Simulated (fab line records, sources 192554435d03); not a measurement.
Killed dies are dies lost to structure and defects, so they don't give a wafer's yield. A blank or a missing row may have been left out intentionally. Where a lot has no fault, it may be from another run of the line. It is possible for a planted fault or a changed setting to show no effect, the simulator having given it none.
Matching of chambers ; flow n5-finfet ; N5_BEOL_M3_DESCUM_33 on rie-diel-05: 4 sister chambers
The step chemistry O2, time 7 s. 4 wafers are shown with their chamber, then 10 later ones without.

== EACH WAFER AND ITS CHAMBER ==
wafer;chamber;throttle-valve-pct (%)
L084.1;3;20.40
L085.1;2;20.76
L086.1;1;20.44
L086.3;0;20.14

== WAFERS WHOSE CHAMBER IS MISSING ==
wafer;throttle-valve-pct (%)
L086.4;20.14
L088.1;20.15
L088.2;20.42
L088.3;20.42
L088.4;20.14
L088.5;20.42
L088.6;20.42
L097.3;20.46
L097.4;20.42
L097.6;20.45

== CHAMBER TAKEN BY EACH ==
wafer;from the rows above;in truth
L086.4;0;0
L088.1;0;0
L088.2;can't be placed: 1 or 3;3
L088.3;can't be placed: 1 or 3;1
L088.4;0;0
L088.5;can't be placed: 1 or 3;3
L088.6;can't be placed: 1 or 3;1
L097.3;1;1
L097.4;can't be placed: 1 or 3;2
L097.6;1;1
5 of 10 placed correctly. From these rows, 5 cannot be placed; in 4 the true chamber is one of the candidates. 0 placed wrongly.
How it was worked out, from the rows above alone: a wafer's distance from a chamber is the root of the sum, over the readings, of the square of ((its reading less the chamber's mean) divided by the reading's scatter). The wafer belongs to the nearest chamber; if the next one is less than 2 further off, it can't be placed. For every chamber, the mean is computed from those of its wafers that are shown. The scatter (one wafer shown for each chamber): square how far every hidden wafer sits from the nearest shown wafer, average those squares and take the square root.
